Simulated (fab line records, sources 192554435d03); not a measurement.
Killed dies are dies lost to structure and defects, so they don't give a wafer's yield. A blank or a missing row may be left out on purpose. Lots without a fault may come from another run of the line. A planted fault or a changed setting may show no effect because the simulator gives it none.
fab line records | flow n5_finfet
record lots=14 wafers=42 last_day=18
route steps=1938 shown BEOL_M0@734 BEOL_M1@763
lots that met no fault: from a run of the same line without faults
start_h: hours from the record's first day to the start of the lot's first wafer shown | wait_h: hours since the lot's step before | " the same as in the row above | L1.1+2: a row that stands for several wafers | - no value, or no start given | * or withheld: withheld | < > ~ a bound
route shown NAME@n: a module of which the file shows steps, and the number in the route of the first | usual: mean/standard deviation of fault-free wafers | same: alike in all rows | chamber/n: place in a boat | sites: the reading at each site | _std_site: their standard deviation | _edge_site: outer sites' mean less inner sites' | radius_mm: how far each site lies from the wafer's centre | mask NAME#n: copy n | behind: the tool/chamber that last shaped the wafer | hold: why the lot was held/for how many hours/how that ended | device: the transistor (n, p or np) that didn't switch | end of line: the same wafers' tests at the end of the route | a step without rows: its recipe alone | killed: dies lost to structure and defects at the first sort, not the wafer's yield | map: a wafer's dies, x killed, . not, _ none there
set.NAME: the setting as run; set.NAME@STEP: as run at that earlier step | model.NAME: the simulator's own value behind a step, which no gauge read
steps of the route over a sample of lots; a table a step, a row a wafer
services: from which hour (start_h, from the record's first day; less than 0 if before it) a tool's chamber was out of use, for how many hours, and why
## steps
# step N5_BEOL_M0_SPUTTER_116
# recipe material=Cu target_thk_a=40 temp_c=-20 chamber_pressure_pa=0.07 power_w=withheld time_s=7.37
# usual throttle_valve_pct=30.2/1.1
# columns lot.wafer tool chamber start_h wait_h throttle_valve_pct
L284.2 pvd_sputter-03 - 133.68 0.1 29.3
L284.5 " - " " 32.1
L284.6 " - " " 29.1
L285.3 pvd_sputter-03 - 146.10 0.1 32.2
L285.5 " - " " 30.2
L285.6 " - " " 32.3
L286.2 pvd_sputter-02 - 146.14 0.1 29.3
L286.5 " - " " 28.7
L286.6 " - " " 29.4
L288.1 pvd_sputter-01 - 163.53 0.1 31.8
L288.4 " - " " 30.0
L288.6 " - " " 30.3
L287.2 pvd_sputter-03 - 164.08 0.1 32.1
L287.3 " - " " 30.0
L287.6 " - " " 29.3
L290.2 pvd_sputter-01 - 175.41 0.1 30.8
L290.5 " - " " 30.0
L290.6 " - " " 30.8
L292.2 pvd_sputter-01 - 187.38 0.1 30.4
L292.3 " - " " 30.7
L292.5 " - " " 30.9
L293.1 pvd_sputter-01 - 199.50 1.6 30.8
L293.5 " - " " 32.1
L293.6 " - " " 30.6
L299.1 pvd_sputter-02 - 232.03 0.1 28.8
L299.2 " - " " 29.4
L299.3 " - " " 29.4
L300.1 pvd_sputter-03 - 240.18 0.1 29.4
L300.4 " - " " 29.1
L300.5 " - " " 31.9
L301.2 pvd_sputter-03 - 240.66 0.4 29.2
L301.4 " - " " 32.0
L301.5 " - " " 30.2
L302.2 pvd_sputter-01 - 243.56 0.1 31.1
L302.3 " - " " 31.5
L302.4 " - " " 30.9
L303.2 pvd_sputter-02 - 256.67 0.2 29.5
L303.3 " - " " 29.2
L303.6 " - " " 29.5
L304.1 pvd_sputter-03 - 267.54 0.2 29.4
L304.5 " - " " 32.0
L304.6 " - " " 29.2
# step N5_BEOL_M0_SPUTTER_134
# recipe material=Cu target_thk_a=40 temp_c=-20 chamber_pressure_pa=0.07 power_w=withheld time_s=7.37
# usual throttle_valve_pct=30.2/1
# columns lot.wafer tool chamber start_h wait_h throttle_valve_pct
L284.2 pvd_sputter-03 - 133.92 0.0 29.3
L284.5 " - " " 32.1
L284.6 " - " " 29.2
L285.3 pvd_sputter-03 - 146.34 0.0 31.7
L285.5 " - " " 30.2
L285.6 " - " " 32.0
L286.2 pvd_sputter-02 - 146.38 0.0 29.2
L286.5 " - " " 28.7
L286.6 " - " " 29.3
L288.1 pvd_sputter-01 - 163.77 0.0 31.6
L288.4 " - " " 30.1
L288.6 " - " " 29.8
L287.2 pvd_sputter-03 - 164.32 0.0 32.2
L287.3 " - " " 29.8
L287.6 " - " " 29.5
L290.2 pvd_sputter-01 - 175.65 0.0 30.9
L290.5 " - " " 29.9
L290.6 " - " " 30.7
L292.2 pvd_sputter-01 - 187.62 0.0 30.3
L292.3 " - " " 30.6
L292.5 " - " " 31.0
L293.1 pvd_sputter-01 - 199.74 0.0 30.8
L293.5 " - " " 31.6
L293.6 " - " " 30.6
L299.1 pvd_sputter-02 - 232.27 0.0 28.4
L299.2 " - " " 29.4
L299.3 " - " " 29.6
L300.1 pvd_sputter-03 - 240.42 0.0 29.4
L300.4 " - " " 29.2
L300.5 " - " " 32.3
L301.2 pvd_sputter-03 - 240.90 0.0 29.1
L301.4 " - " " 32.0
L301.5 " - " " 30.4
L302.2 pvd_sputter-01 - 243.80 0.0 30.7
L302.3 " - " " 31.5
L302.4 " - " " 30.9
L303.2 pvd_sputter-02 - 256.91 0.0 29.4
L303.3 " - " " 29.1
L303.6 " - " " 29.6
L304.1 pvd_sputter-03 - 267.78 0.0 29.4
L304.5 " - " " 31.9
L304.6 " - " " 29.3
# step N5_BEOL_M1_DEVELOP_10
# recipe develop_time_s=30 developer=TMAH resist=CAR-EUV rinse_liquid=surfactant_rinse dry=air_spin dev_temp_c=23
# usual chill_plate_temp_C=23.01/0.11 develop_time_s=30/0 developer_temp_C=22.99/0.1
# columns lot.wafer tool chamber start_h wait_h chill_plate_temp_C develop_time_s developer_temp_C
L284.2 litho_track-05 0 137.15 - 22.87 30 23.04
L284.5 " 0 " " 22.88 30 22.97
L284.6 " 0 " " 23.02 30 23.03
L285.3 litho_track-03 0 149.69 - 22.90 30 22.95
L285.5 " 0 " " 22.87 30 22.88
L285.6 " 0 " " 23.10 30 23.09
L286.2 litho_track-03 0 149.91 - 23.17 30 22.86
L286.5 " 0 " " 23.08 30 23.15
L286.6 " 0 " " 23.11 30 22.99
L288.1 litho_track-05 0 168.60 - 22.97 30 22.75
L288.4 " 0 " " 22.93 30 22.91
L288.6 " 0 " " 22.79 30 22.94
L287.2 litho_track-05 0 168.93 - 23.06 30 22.85
L287.3 " 0 " " 23.08 30 23.02
L287.6 " 0 " " 23.16 30 23.08
L290.2 litho_track-05 0 179.58 - 22.94 30 23.03
L290.5 " 0 " " 22.79 30 22.90
L290.6 " 0 " " 22.93 30 22.79
L292.2 litho_track-05 - 190.49 - - - -
L292.3 " - " " - - -
L292.5 " - " " - - -
L293.1 litho_track-01 - 203.16 - - - -
L293.5 " - " " - - -
L293.6 " - " " - - -
L299.1 litho_track-05 0 234.59 - 23.02 30 23.24
L299.2 " 0 " " 23.00 30 22.94
L299.3 " 0 " " 22.98 30 23.06
L300.1 litho_track-05 0 242.84 - 23.03 30 22.94
L300.4 " 0 " " 23.06 30 22.95
L300.5 " 0 " " 22.88 30 22.92
L301.2 litho_track-05 0 243.11 - 23.07 30 23.07
L301.4 " 0 " " 22.91 30 23.06
L301.5 " 0 " " 22.98 30 23.04
L302.2 litho_track-05 0 247.59 - 23.13 30 22.84
L302.3 " 0 " " 23.12 30 22.81
L302.4 " 0 " " 23.03 30 22.89
L303.2 litho_track-03 0 260.66 - 23.05 30 22.97
L303.3 " 0 " " 23.03 30 22.84
L303.6 " 0 " " 22.99 30 22.83
L304.1 litho_track-01 0 269.90 - 23.29 30 23.03
L304.5 " 0 " " 22.94 30 23.06
L304.6 " 0 " " 22.97 30 23.13
# step N5_BEOL_M1_CD_MEAS_11
# recipe target_cd_nm=17.05 landing_energy_ev=500 detector=se_inlens polarity=opening
# usual cd_nm=17.02/0.24
# columns lot.wafer tool chamber start_h wait_h cd_nm
L284.2 cd_sem-02 0 137.21 - 17.05
L284.5 " 0 " " 16.69
L284.6 " 0 " " 16.50
L285.3 cd_sem-03 0 149.75 - 17.04
L285.5 " 0 " " 17.11
L285.6 " 0 " " 17.24
L286.2 cd_sem-02 0 149.97 - 17.02
L286.5 " 0 " " 16.86
L286.6 " 0 " " 17.24
L288.1 cd_sem-01 0 168.66 - 17.05
L288.4 " 0 " " 16.90
L288.6 " 0 " " 16.76
L287.2 cd_sem-01 0 168.99 - 16.55
L287.3 " 0 " " 17.60
L287.6 " 0 " " 16.87
L290.2 cd_sem-02 0 179.63 - 16.96
L290.5 " 0 " " 17.22
L290.6 " 0 " " 17.11
L292.2 cd_sem-03 0 190.55 - -
L292.3 " 0 " " -
L292.5 " 0 " " -
L293.1 cd_sem-01 0 203.22 - -
L293.5 " 0 " " -
L293.6 " 0 " " -
L299.1 cd_sem-01 0 234.65 - 16.76
L299.2 " 0 " " 16.88
L299.3 " 0 " " 17.07
L300.1 cd_sem-01 0 242.89 - 17.32
L300.4 " 0 " " 17.27
L300.5 " 0 " " 17.79
L301.2 cd_sem-01 0 243.17 - 17.12
L301.4 " 0 " " 17.53
L301.5 " 0 " " 17.04
L302.2 cd_sem-02 0 247.65 - 17.03
L302.3 " 0 " " 17.07
L302.4 " 0 " " 16.96
L303.2 cd_sem-01 0 260.72 - 16.83
L303.3 " 0 " " 17.05
L303.6 " 0 " " 16.57
L304.1 cd_sem-01 0 269.96 - 17.10
L304.5 " 0 " " 16.92
L304.6 " 0 " " 17.03
## services
# columns tool chamber start_h hours kind
pvd_sputter-02 - 157.68 14.3 repair
pvd_sputter-02 - 207.32 1.6 repair
## key
first_sign step=N5_BEOL_M1_DEVELOP_10 reading=tool_record direction=missing
effect none on later readings
met_at N5_BEOL_M1_DEVELOP_10
struck_lots L292,L293
later_rows_left_out L292.2,L292.3,L292.5,L293.1,L293.5,L293.6
sort_left_out L292.2,L292.3,L292.5,L293.1,L293.5,L293.6
not_acting_at N5_BEOL_M0_SPUTTER_116,N5_BEOL_M0_SPUTTER_134,N5_BEOL_M1_CD_MEAS_11
onset_between 179.58 190.49
fault kind=skipped_step_whole tool=litho_track-01,litho_track-05 chamber=- onset_h=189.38 steps=N5_BEOL_M1_DEVELOP_10 scope=struck_lots_only
# sort_left_out: the simulated sort isn't trusted on such a fault, so these wafers' sort isn't shown, and their yield isn't known
# later_rows_left_out: the simulator's readings of these wafers behind a module that went badly wrong aren't trusted and aren't shown, but for the sort
